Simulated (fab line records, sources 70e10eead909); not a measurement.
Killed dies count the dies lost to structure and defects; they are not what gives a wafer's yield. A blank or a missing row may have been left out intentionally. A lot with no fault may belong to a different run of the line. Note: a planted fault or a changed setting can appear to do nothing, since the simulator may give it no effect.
Shared-tool check / flow nandHarc / Sampled: 2 lots, 6 wafers

== WHAT PROMPTED THE OPENING ==
At NHARC_END_SORT_01 the reading killedDies is flagged on 2 of 2 lots. No-fault wafers: 32, standard deviation 9.
Rule: a lot is flagged in two cases, either no wafer of it has a number, or all its wafers with numbers fall more than 4 standard deviations from that mean. As for the other lots, they are considered sound.

lot=L127; measured=day 23 09:14; on=prober-01; killedDies, wafer by wafer=677 677 677; flag=FLAGGED
lot=L126; measured=day 24 05:20; on=prober-02; killedDies, wafer by wafer=677 677 677; flag=FLAGGED
The mean of the flagged lots' numbers is 677, +645 from the usual (+72 standard deviations).

== WHICH TOOL EACH LOT WENT THROUGH ==
The record holds 2 process steps before the reading, out of a route of 1159 steps. Each cell gives the tool, then ch followed by the chambers the sampled wafers passed through, then the start.
lot=L127; flag=FLAGGED; NHARC_A_CONTACT_ETCH_31=rieDiel-12 ch 1,2, day 20 15:14; NHARC_A_CONTACT_ETCH_98=rieDiel-12 ch 2,3, day 23 09:14 or earlier
lot=L126; flag=FLAGGED; NHARC_A_CONTACT_ETCH_31=rieDiel-12 ch 0,1,3, day 21 13:40; NHARC_A_CONTACT_ETCH_98=rieDiel-12 ch 0,2,3, day 24 05:20 or earlier
These steps, and what they do:
- NHARC_A_CONTACT_ETCH_31: etches the open film in O2/COS, target depth 2000 nm, time 520 s.
- NHARC_A_CONTACT_ETCH_98: etches the open film in C4F6/O2, target depth 20 nm, time 10 s.
- NHARC_END_SORT_01

== FLAGGED OVER TOTAL, TOOL BY TOOL (the gauges that took the reading come last) ==
step=NHARC_A_CONTACT_ETCH_31; tool=rieDiel-12; lots run=2; flagged=2; share of the flagged lots=all; sound lots run after its first flagged lot=0
step=NHARC_A_CONTACT_ETCH_98; tool=rieDiel-12; lots run=2; flagged=2; share of the flagged lots=all; sound lots run after its first flagged lot=0
step=NHARC_END_SORT_01; tool=prober-01; lots run=1; flagged=1; share of the flagged lots=some; sound lots run after its first flagged lot=0
step=NHARC_END_SORT_01; tool=prober-02; lots run=1; flagged=1; share of the flagged lots=some; sound lots run after its first flagged lot=0
With no start given for some of its lots, NHARC_A_CONTACT_ETCH_98 uses the hours and lot order of NHARC_END_SORT_01.

== WHAT THE TABLE ALLOWS ==
2 rows of the table ran every flagged lot: rieDiel-12 at NHARC_A_CONTACT_ETCH_31, rieDiel-12 at NHARC_A_CONTACT_ETCH_98.
- rieDiel-12 at NHARC_A_CONTACT_ETCH_31 ran 2 lots, 2 of them flagged. No sound lot ran on it before its first flagged lot in this sample; the start therefore can't be narrowed down. Its own readings (runLengthS) fall more than 4 standard deviations out on all wafers of the flagged lots.
- rieDiel-12 at NHARC_A_CONTACT_ETCH_98 ran 2 lots, 2 of them flagged. No sound lot ran on it before its first flagged lot in this sample; the start therefore can't be narrowed down.
What remains is a single tool, rieDiel-12 at NHARC_A_CONTACT_ETCH_31 and NHARC_A_CONTACT_ETCH_98.

== WHAT THE SIMULATOR HAD PUT IN ==
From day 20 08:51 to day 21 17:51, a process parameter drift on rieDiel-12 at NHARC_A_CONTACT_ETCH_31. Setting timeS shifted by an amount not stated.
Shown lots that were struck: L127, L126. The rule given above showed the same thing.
